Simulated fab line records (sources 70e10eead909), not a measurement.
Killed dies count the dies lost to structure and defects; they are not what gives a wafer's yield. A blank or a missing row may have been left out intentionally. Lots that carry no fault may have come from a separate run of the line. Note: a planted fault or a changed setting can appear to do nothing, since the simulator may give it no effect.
fab line records	flow nand_harc
record lots=12	wafers=36	last_day=25
route steps=1159 shown A_BONDPAD@1059 THIN_TSV@1102 END@1159
lots that met no fault: taken from a fault-free run of the same line
start_h: the number of hours between the record's first day and the start of the first shown wafer of the lot	wait_h: time in hours since the lot's previous step	" unchanged from the row above	L1.1+2: a row that stands for several wafers	- value missing, or start not given	* or withheld: withheld	< > ~ a bound
route shown NAME@n: a module of which the file shows steps, and the number in the route of the first	usual: mean/standard deviation of fault-free wafers	same: alike in all rows	chamber/n: place in a boat	sites: each site's reading	_std_site: standard deviation across them	_edge_site: outer sites' mean less inner sites'	radius_mm: how far each site lies from the wafer's centre	mask NAME#n: copy n	behind: the last tool/chamber to shape the wafer	hold: the reason the lot was held/the length of the hold in hours/how it ended	device: transistor that didn't switch, given as n, p or np	end of line: the same wafers' tests at the end of the route	step lacking rows: just its recipe	killed: the dies lost at the first sort to structure and to defects; this is not the yield of the wafer	map: the dies of a wafer, with x for killed, . for not killed, _ for no die there
set.NAME: the setting the step ran with; set.NAME@STEP: the setting that earlier step ran with	model.NAME: the simulator's own value behind a step, which no gauge read
one table for each step of the route and one row for each wafer, over a sample of lots
services: when a tool's chamber went out of use (start_h, in hours from the record's first day, below 0 if earlier), for how many hours, and the reason
## steps
# step NHARC_A_BONDPAD_DEP_00
# recipe target_thk_a=2500	temp_c=370	target_thk_nm=250	pressure_torr=3	flow_sccm=200	rf_w=450	material=SiCN
# usual chamber_pressure_Torr=2.999/0.0069	heater_power_w=569/98
lot.wafer	tool	chamber	start_h	wait_h	chamber_pressure_Torr	heater_power_w
L417.2	pecvd-02	2	410.09	-	2.990	705
L417.4	"	2	"	"	3.000	704
L417.3	"	0	"	"	2.990	544
L418.3	pecvd-01	1	413.93	-	3.003	516
L418.1	"	2	"	"	3.000	549
L418.4	"	2	"	"	2.988	573
L419.1	pecvd-02	0	417.46	-	3.012	619
L419.3	"	1	"	"	2.989	580
L419.6	"	2	"	"	3.005	761
L423.2	pecvd-02	0	436.94	-	2.996	493
L423.5	"	0	"	"	2.996	508
L423.6	"	1	"	"	3.007	590
L425.1	pecvd-01	2	-	-	3.000	502
L425.2	"	0	"	"	2.985	540
L425.6	"	0	"	"	2.990	553
L424.2	pecvd-02	0	456.49	-	2.993	609
L424.5	"	0	"	"	2.985	502
L424.6	"	2	"	"	3.006	811
L426.4	pecvd-01	1	466.55	-	2.996	428
L426.3	"	2	"	"	2.986	467
L426.5	"	1	"	"	2.990	427
L434.2	pecvd-03	0	523.98	-	3.006	489
L434.3	"	1	"	"	3.001	642
L434.4	"	0	"	"	2.992	508
L435.1	pecvd-01	2	529.87	-	2.998	498
L435.2	"	1	"	"	3.000	450
L435.5	"	2	"	"	3.008	515
L437.1	pecvd-01	1	533.93	-	3.006	488
L437.3	"	1	"	"	3.004	502
L437.5	"	1	"	"	2.998	507
L438.2	pecvd-02	1	537.14	-	3.001	518
L438.4	"	2	"	"	3.002	784
L438.6	"	1	"	"	2.993	506
L436.2	pecvd-02	2	546.48	-	2.998	774
L436.5	"	0	"	"	2.996	612
L436.4	"	2	"	"	3.002	760
# step NHARC_A_BONDPAD_CD_MEAS_09
# recipe target_cd_nm=500	landing_energy_ev=500
# usual cd_nm=498.3/2.4
lot.wafer	tool	chamber	start_h	wait_h	cd_nm
L417.2	cd_sem-02	0	411.32	-	494.9
L417.3	"	0	"	"	496.7
L417.4	"	0	"	"	494.7
L418.1	cd_sem-02	0	415.13	-	497.8
L418.3	"	0	"	"	498.2
L418.4	"	0	"	"	495.5
L419.1	cd_sem-02	0	418.64	-	500.1
L419.3	"	0	"	"	496.8
L419.6	"	0	"	"	498.7
L423.2	cd_sem-03	0	438.13	-	498.7
L423.5	"	0	"	"	500.8
L423.6	"	0	"	"	500.7
L425.1	cd_sem-02	0	457.54	-	498.0
L425.2	"	0	"	"	503.3
L425.6	"	0	"	"	501.4
L424.2	cd_sem-03	0	457.85	-	498.1
L424.5	"	0	"	"	496.1
L424.6	"	0	"	"	498.6
L426.3	cd_sem-01	0	467.80	-	498.9
L426.4	"	0	"	"	498.5
L426.5	"	0	"	"	499.9
L434.2	cd_sem-03	0	525.09	-	496.9
L434.3	"	0	"	"	497.1
L434.4	"	0	"	"	494.5
L435.1	cd_sem-02	0	531.22	-	498.5
L435.2	"	0	"	"	498.0
L435.5	"	0	"	"	497.4
L437.1	cd_sem-02	0	535.58	-	495.7
L437.3	"	0	"	"	496.6
L437.5	"	0	"	"	498.8
L438.2	cd_sem-02	0	538.28	-	501.8
L438.4	"	0	"	"	500.8
L438.6	"	0	"	"	502.1
L436.2	cd_sem-03	0	547.49	-	497.7
L436.4	"	0	"	"	498.4
L436.5	"	0	"	"	495.8
# step NHARC_A_BONDPAD_ETCH_24
# recipe target_depth_a=300	over_etch_frac=0.3	time_s=72.99	ion_energy_ev=150	cf4_flow_sccm=50	n2_flow_sccm=100	ar_flow_sccm=150	rf_w=300	bias_w=100	chemistry=CF4/N2
# usual drypump_motor_current_A=5.6/0.56	oes_product_au=1.007/0.015	rf_vpp_V=315.1/2.3	showerhead_plenum_p_Torr=2.68/0.13	throttle_valve_pct=19.794/0.0086
lot.wafer	tool	chamber	start_h	wait_h	drypump_motor_current_A	oes_product_au	rf_hours_counter_h	rf_vpp_V	showerhead_plenum_p_Torr	throttle_valve_pct
L417.2	rie_diel-02	0	-	-	5.0	1.001	3	312.3	2.52	19.796
L417.3	"	1	"	"	6.6	1.010	3	314.2	2.70	19.801
L417.4	"	3	"	"	5.2	0.998	3	317.3	2.82	19.802
L418.3	rie_diel-05	0	-	-	5.6	1.007	16	311.9	2.46	19.806
L418.1	"	1	"	"	5.4	1.000	13	313.3	2.54	19.799
L418.4	"	3	"	"	5.5	1.023	15	313.0	2.52	19.786
L419.3	rie_diel-02	3	-	-	5.3	0.997	4	318.2	2.82	19.795
L419.1	"	0	"	"	5.1	0.997	3	312.2	2.52	19.784
L419.6	"	3	"	"	5.2	0.993	-	317.7	2.82	19.801
L423.2	rie_diel-02	1	-	-	6.7	1.003	4	315.6	2.70	19.805
L423.6	"	1	"	"	6.7	1.006	-	315.1	2.70	19.793
L423.5	"	2	"	"	5.7	1.039	-	317.2	2.82	19.796
L425.1	rie_diel-02	2	-	-	5.7	1.041	5	318.9	2.82	19.791
L425.2	"	0	"	"	5.1	1.008	5	310.9	2.52	19.797
L425.6	"	3	"	"	5.2	1.001	-	316.4	2.82	19.807
L424.2	rie_diel-02	2	-	-	5.7	1.042	5	316.7	2.82	19.791
L424.5	"	2	"	"	5.7	1.036	-	318.4	2.82	19.809
L424.6	"	3	"	"	5.3	0.986	-	316.7	2.82	19.797
L426.3	rie_diel-05	3	-	-	5.5	1.019	24	312.5	2.51	19.799
L426.4	"	0	"	"	5.6	1.013	25	311.2	2.46	19.796
L426.5	"	1	"	"	5.4	1.009	-	313.9	2.54	19.790
L434.4	rie_diel-02	3	-	-	5.2	1.007	0	317.0	2.81	19.788
L434.2	"	0	"	"	5.1	1.019	0	312.0	2.52	19.798
L434.3	"	1	"	"	6.6	0.998	0	316.0	2.70	19.786
L435.1	rie_diel-02	0	-	-	5.1	1.003	1	312.7	2.52	19.804
L435.2	"	3	"	"	5.3	1.006	1	315.4	2.82	19.797
L435.5	"	0	"	"	5.0	1.011	-	312.0	2.52	19.795
L437.1	rie_diel-02	2	-	-	5.7	1.012	1	316.8	2.82	19.788
L437.3	"	1	"	"	6.6	0.998	1	314.8	2.70	19.783
L437.5	"	3	"	"	5.2	1.014	-	318.8	2.81	19.813
L438.4	rie_diel-07	3	-	-	5.4	0.999	43	316.8	2.77	19.816
L438.2	"	2	"	"	6.7	1.006	47	311.7	2.55	19.792
L438.6	"	0	"	"	5.3	1.017	-	316.6	2.82	19.789
L436.2	rie_diel-02	2	-	-	5.7	1.015	1	317.4	2.82	19.779
L436.4	"	0	"	"	5.0	0.999	2	312.3	2.52	19.799
L436.5	"	2	"	"	5.7	1.015	-	317.8	2.82	19.789
# step NHARC_THIN_TSV_CMP_01
# recipe target_thk_um=3
# usual edge_zone_pressure_frac=1.001/0.0049	motor_current_A=12.1/1.5
lot.wafer	tool	chamber	start_h	wait_h	edge_zone_pressure_frac	motor_current_A
L417.2	cmp-02	2	426.70	0.9	1.004	12.7
L417.4	"	3	"	"	1.008	11.8
L417.3	"	0	"	"	0.992	9.8
L418.1	cmp-01	2	430.26	1.0	0.997	12.1
L418.4	"	3	"	"	1.001	13.2
L418.3	"	1	"	"	1.001	10.6
L419.1	cmp-01	1	435.34	1.1	1.002	10.3
L419.3	"	3	"	"	1.003	13.1
L419.6	"	1	"	"	1.000	10.3
L423.2	cmp-02	1	452.97	0.8	0.990	10.9
L423.5	"	1	"	"	0.997	11.5
L423.6	"	2	"	"	0.992	13.0
L425.1	cmp-03	3	471.61	1.0	-	-
L425.2	"	1	"	"	-	-
L425.6	"	0	"	"	-	-
L424.2	cmp-02	3	472.88	0.9	-	-
L424.5	"	1	"	"	-	-
L424.6	"	2	"	"	-	-
L426.3	cmp-03	2	481.89	0.6	-	-
L426.4	"	3	"	"	-	-
L426.5	"	1	"	"	-	-
L434.3	cmp-03	2	539.10	0.6	0.995	14.2
L434.2	"	0	"	"	0.994	12.9
L434.4	"	1	"	"	0.994	11.5
L435.2	cmp-01	1	554.88	0.8	0.998	10.0
L435.1	"	3	"	"	1.011	13.4
L435.5	"	1	"	"	1.005	10.8
L437.3	cmp-02	0	556.05	0.6	1.004	9.4
L437.1	"	3	"	"	1.000	11.5
L437.5	"	1	"	"	1.002	11.4
L438.2	cmp-03	0	557.27	0.9	0.998	13.1
L438.4	"	1	"	"	0.999	12.2
L438.6	"	0	"	"	0.999	13.4
L436.4	cmp-03	1	563.40	0.4	1.001	13.0
L436.2	"	3	"	"	1.007	10.6
L436.5	"	2	"	"	0.999	14.7
# step NHARC_THIN_TSV_THK_MEAS_02
# recipe thk_meas_gauge=ir
# usual thk_nm=2973/220
lot.wafer	tool	chamber	start_h	wait_h	thk_nm
L417.2	film_metro-01	-	426.94	-	3182
L417.3	"	-	"	"	2452
L417.4	"	-	"	"	2894
L418.1	film_metro-02	-	430.53	-	2754
L418.3	"	-	"	"	2916
L418.4	"	-	"	"	3105
L419.1	film_metro-01	-	435.58	0.2	3292
L419.3	"	-	"	"	2938
L419.6	"	-	"	"	3298
L423.2	film_metro-01	-	453.24	0.2	3056
L423.5	"	-	"	"	3044
L423.6	"	-	"	"	2850
L425.1	film_metro-02	-	471.88	0.2	5913
L425.2	"	-	"	"	6137
L425.6	"	-	"	"	5903
L424.2	film_metro-01	-	473.09	0.2	5733
L424.5	"	-	"	"	6069
L424.6	"	-	"	"	6239
L426.3	film_metro-01	-	482.14	0.2	5894
L426.4	"	-	"	"	5991
L426.5	"	-	"	"	5784
L434.2	film_metro-01	-	539.37	-	3122
L434.3	"	-	"	"	3410
L434.4	"	-	"	"	3464
L435.1	film_metro-02	-	555.12	-	2958
L435.2	"	-	"	"	2916
L435.5	"	-	"	"	2925
L437.1	film_metro-02	-	556.31	-	2915
L437.3	"	-	"	"	3158
L437.5	"	-	"	"	2994
L438.2	film_metro-01	-	557.52	0.2	3276
L438.4	"	-	"	"	2871
L438.6	"	-	"	"	3245
L436.2	film_metro-01	-	563.67	0.2	2820
L436.4	"	-	"	"	3031
L436.5	"	-	"	"	2626
# step NHARC_END_SORT_01
# recipe temp_c=25
# usual defect_limited_yield=95.4/1.8	killed_at_array=28/11	killed_at_other=0.7/0.88	killed_at_periphery=3.1/2.2	killed_dies=31/12	killed_open=3.3/2	killed_short=2.0/1.6	sort_bin_2_pct=1.5/0.73	sort_bin_3_pct=0.27/0.22	sort_bin_4_pct=2.9/1.1	sort_n_pass=646/12	sort_rim_yield_pct=93/3.9	sort_yield_pct=95.4/1.8
# same gross_dies=677	sort_bin_5_pct[%]=0	sort_bin_6_pct[%]=0	sort_bin_7_pct[%]=0	sort_bin_8_pct[%]=0	sort_rim_n_gross=106.00
lot.wafer	tool	chamber	start_h	wait_h	defect_limited_yield[%]	killed_at_array	killed_at_other	killed_at_periphery	killed_dies	killed_open	killed_short	sort_bin_2_pct[%]	sort_bin_3_pct[%]	sort_bin_4_pct[%]	sort_n_pass	sort_rim_yield_pct[%]	sort_yield_pct[%]
L425.1	prober-02	0	487.69	2.5	0	16	657	4	677	1	0	97.5	0.15	2.4	0	0	0
L425.2	prober-02	0	488.48	2.8	0	23	653	1	677	1	2	97.2	0.44	2.4	0	0	0
L425.6	prober-02	0	491.67	4.0	0	28	648	1	677	4	1	96.9	0.15	3.0	0	0	0
L424.2	prober-01	0	488.48	2.8	0	33	639	5	677	4	4	96.9	0.15	3.0	0	0	0
L424.5	prober-01	0	490.88	3.7	0	32	642	3	677	5	1	96.8	0.44	2.8	0	0	0
L424.6	prober-01	0	491.68	4.0	0	28	647	2	677	1	1	96.3	0.15	3.5	0	0	0
L426.3	prober-02	0	500.25	3.1	0	20	655	2	677	2	6	98.1	0.44	1.5	0	0	0
L426.4	prober-02	0	501.05	3.4	0	14	662	1	677	2	6	98.7	0.15	1.2	0	0	0
L426.5	prober-02	0	501.85	3.7	0	14	663	0	677	1	0	98.2	0.15	1.6	0	0	0
# killed by level:class
L425.1 THIN_TSV:area_cmp=656 A_SLIT:chamber_film_flake=8 A_STAIRCASE:chamber_film_flake=2 P_M2:chamber_film_flake=2 A_CHANNEL_HOLE_D1:chamber_film_flake=2 A_WL_FILL:chamber_film_flake=2 P_CONTACT:geometric_particle:open=1 P_GATE:chamber_film_flake=1
L425.2 THIN_TSV:area_cmp=652 A_SLIT:chamber_film_flake=9 A_CONTACT:chamber_film_flake=4 A_CHANNEL_HOLE_D1:chamber_film_flake=3 A_STAIRCASE:chamber_film_flake=3 A_CONTACT:geometric_particle:open=1 A_BLC:geometric_particle:short=1 A_M0:geometric_particle:short=1
L424.2 THIN_TSV:area_cmp=639 A_CHANNEL_HOLE_D1:chamber_film_flake=11 A_SLIT:chamber_film_flake=11 A_CONTACT:chamber_film_flake=3 A_CHANNEL_FILL_D1:geometric_particle:open=2 P_GATE:chamber_film_flake=2 P_GATE:geometric_particle:short=1 P_M1:geometric_particle:short=1
L424.5 THIN_TSV:area_cmp=641 A_CHANNEL_HOLE_D1:chamber_film_flake=11 A_SLIT:chamber_film_flake=11 A_CONTACT:chamber_film_flake=4 A_CONTACT:geometric_particle:open=2 P_M2:chamber_film_flake=2 P_M0:geometric_particle:open=1 A_ONON_D1:geometric_particle:short=1
L425.6 THIN_TSV:area_cmp=647 A_SLIT:chamber_film_flake=12 A_BLC:chamber_film_flake=5 A_STAIRCASE:chamber_film_flake=3 A_CONTACT:chamber_film_flake=3 A_CONTACT:geometric_particle:open=2 A_SGD_CUT:geometric_particle:open=1 A_M0:geometric_particle:open=1
L424.6 THIN_TSV:area_cmp=647 A_CHANNEL_HOLE_D1:chamber_film_flake=12 A_SLIT:chamber_film_flake=6 A_STAIRCASE:chamber_film_flake=4 A_CONTACT:chamber_film_flake=3 A_CHANNEL_FILL_D1:geometric_particle:short=1 A_CONTACT:geometric_particle:open=1 P_GATE:chamber_film_flake=1
L426.3 THIN_TSV:area_cmp=654 A_STAIRCASE:chamber_film_flake=5 A_ZERO_WELL:chamber_film_flake=3 A_CHANNEL_HOLE_D1:chamber_film_flake=3 P_GATE:geometric_particle:short=1 P_M0:geometric_particle:open=1 A_SOURCE_PLATE:geometric_particle:short=1 A_SGD_CUT:geometric_particle:short=1
L426.4 THIN_TSV:area_cmp=660 A_ZERO_WELL:chamber_film_flake=3 A_CHANNEL_HOLE_D1:chamber_film_flake=3 A_CHANNEL_FILL_D1:geometric_particle:short=2 A_ONON_D1:geometric_particle:short=1 A_WL_FILL:geometric_particle:short=1 A_WL_FILL:geometric_particle:open=1 A_M0:geometric_particle:open=1
L426.5 THIN_TSV:area_cmp=662 A_STAIRCASE:chamber_film_flake=5 A_ZERO_WELL:chamber_film_flake=4 A_CHANNEL_FILL_D1:chamber_film_flake=2 A_CHANNEL_FILL_D1:geometric_particle:open=1 A_CHANNEL_HOLE_D1:chamber_film_flake=1 A_CONTACT:chamber_film_flake=1 THIN_TSV:chamber_film_flake=1
## services
tool	chamber	start_h	hours	kind
cmp-01	-	395.14	1.4	repair
pecvd-02	1	400.68	11.8	repair
rie_diel-05	1	402.40	9.1	repair
rie_diel-05	3	404.23	2.5	repair
cmp-03	-	411.00	0.9	repair
pecvd-01	-	418.13	13.0	pm
cmp-02	-	422.50	4.0	pm
cmp-02	-	427.69	3.4	repair
cmp-01	-	440.23	1.1	repair
cmp-02	-	442.35	6.8	repair
pecvd-01	-	442.43	0.9	repair
cmp-01	-	446.35	1.8	repair
cmp-03	-	450.00	4.0	pm
pecvd-02	1	454.70	16.9	repair
rie_diel-02	1	468.14	5.0	repair
cmp-01	-	473.50	4.0	pm
cmp-03	-	485.29	1.7	repair
rie_diel-05	2	490.41	3.5	repair
rie_diel-02	-	504.74	9.0	pm
pecvd-02	-	515.02	13.0	pm
cmp-02	-	520.50	4.0	pm
cmp-03	-	526.56	0.8	repair
pecvd-01	1	541.38	6.5	repair
cmp-03	-	548.00	4.0	pm
## key
first_sign step=NHARC_THIN_TSV_CMP_01	reading=tool_record	direction=missing
effect step=NHARC_THIN_TSV_THK_MEAS_02	reading=thk_nm	direction=up	sigmas=13	usual=2973	struck=5962
effect step=NHARC_END_SORT_01	reading=killed_at_other	direction=up	sigmas=99+	usual=0.7	struck=651.8
more_kills_born_at NHARC_THIN_TSV_CMP_01@cmp-03=3931	NHARC_THIN_TSV_CMP_01@cmp-02=1927
met_at NHARC_THIN_TSV_CMP_01
struck_lots L424,L425,L426
later_rows_left_out L424.2,L424.5,L424.6,L425.1,L425.2,L425.6,L426.3,L426.4,L426.5
not_acting_at NHARC_A_BONDPAD_DEP_00,NHARC_A_BONDPAD_CD_MEAS_09,NHARC_A_BONDPAD_ETCH_24
onset_between 452.97 471.61
fault kind=skipped_step_whole	tool=cmp-02,cmp-03	chamber=-	onset_h=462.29	steps=NHARC_THIN_TSV_CMP_01	scope=struck_lots_only
# later_rows_left_out: the simulator's readings of these wafers behind a module that went badly wrong aren't trusted and aren't shown, but for the sort
